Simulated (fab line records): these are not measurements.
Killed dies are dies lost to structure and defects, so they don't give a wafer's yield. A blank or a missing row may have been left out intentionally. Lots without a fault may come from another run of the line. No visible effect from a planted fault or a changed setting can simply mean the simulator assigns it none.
Chamber matching + flow nand_harc + 4 sister chambers for NHARC_A_STAIRCASE_ETCH_292 on rie_diel-11
The step etches the open film in CF4/CHF3. 18 wafers are shown with their chamber, then 9 later ones without.

## WAFERS WITH THEIR CHAMBER
| wafer  | chamber | showerhead_plenum_p_Torr (Torr) | drypump_motor_current_A (A) | rf_vpp_V (V) |
|--------|---------|---------------------------------|-----------------------------|--------------|
| L075.2 | 2       | 1.69                            | 6.1                         | 374.4        |
| L075.3 | 3       | 1.48                            | 6.6                         | 366.9        |
| L075.5 | 2       | 1.69                            | 6.1                         | 374.3        |
| L078.2 | 3       | 1.48                            | 6.6                         | 367.2        |
| L078.3 | 1       | 1.68                            | 5.7                         | 373.0        |
| L078.5 | 1       | 1.68                            | 5.7                         | 373.9        |
| L079.2 | 1       | 1.68                            | 5.7                         | 375.0        |
| L079.3 | 2       | 1.69                            | 6.1                         | 376.0        |
| L079.6 | 0       | 1.50                            | 5.8                         | 367.3        |
| L082.1 | 3       | 1.48                            | 6.6                         | 367.3        |
| L082.3 | 2       | 1.69                            | 6.1                         | 375.7        |
| L082.5 | 1       | 1.68                            | 5.7                         | 372.7        |
| L088.2 | 0       | 1.49                            | 5.8                         | 368.4        |
| L088.3 | 1       | 1.67                            | 5.7                         | 374.7        |
| L088.6 | 3       | 1.48                            | 6.6                         | 368.1        |
| L090.1 | 1       | 1.67                            | 5.7                         | 372.6        |
| L090.3 | 3       | 1.48                            | 6.6                         | 367.4        |
| L090.6 | 0       | 1.49                            | 5.7                         | 368.3        |

SIGNATURES, as means of the wafers listed above
| reading                  | chamber 0 | chamber 1 | chamber 2 | chamber 3 | scatter within a chamber |
|--------------------------|-----------|-----------|-----------|-----------|--------------------------|
| showerhead_plenum_p_Torr | 1.4933    | 1.6767    | 1.6900    | 1.4800    | 0.00378                  |
| drypump_motor_current_A  | 5.767     | 5.700     | 6.100     | 6.600     | 0.0218                   |
| rf_vpp_V                 | 368.000   | 373.650   | 375.100   | 367.380   | 0.813                    |
Rule: for each reading, subtract the chamber's mean from the wafer's reading, divide by that reading's scatter and square the result; add these up over the readings and take the root, which gives the wafer's distance from the chamber. If the next closest chamber is less than 2 further off than the closest, the wafer can't be placed; otherwise it belongs to the closest. The scatter is the square root of a quotient: the sum, over the shown wafers, of each reading's squared deviation from its chamber's mean, divided by wafers minus chambers.

## WAFERS WHOSE CHAMBER IS MISSING
| wafer  | showerhead_plenum_p_Torr (Torr) | drypump_motor_current_A (A) | rf_vpp_V (V) |
|--------|---------------------------------|-----------------------------|--------------|
| L089.1 | 1.67                            | 5.6                         | 374.1        |
| L089.2 | 1.48                            | 6.7                         | 367.7        |
| L089.5 | 1.49                            | 5.8                         | 368.8        |
| L094.1 | 1.47                            | 6.6                         | 367.1        |
| L094.4 | 1.47                            | 6.6                         | 366.7        |
| L094.6 | 1.49                            | 5.7                         | 367.7        |
| L095.1 | 1.47                            | 6.6                         | 364.4        |
| L095.3 | 1.68                            | 6.1                         | 375.3        |
| L095.6 | 1.49                            | 5.8                         | 368.3        |

## WHICH CHAMBER EACH ONE RAN IN
| wafer  | from the rows above | in truth |
|--------|---------------------|----------|
| L089.1 | 1                   | 1        |
| L089.2 | 3                   | 3        |
| L089.5 | 0                   | 0        |
| L094.1 | 3                   | 3        |
| L094.4 | 3                   | 3        |
| L094.6 | 0                   | 0        |
| L095.1 | 3                   | 3        |
| L095.3 | 2                   | 2        |
| L095.6 | 0                   | 0        |
Correct placement for 9 of the 9. Not placeable from these rows: 0. Placed wrongly: 0.
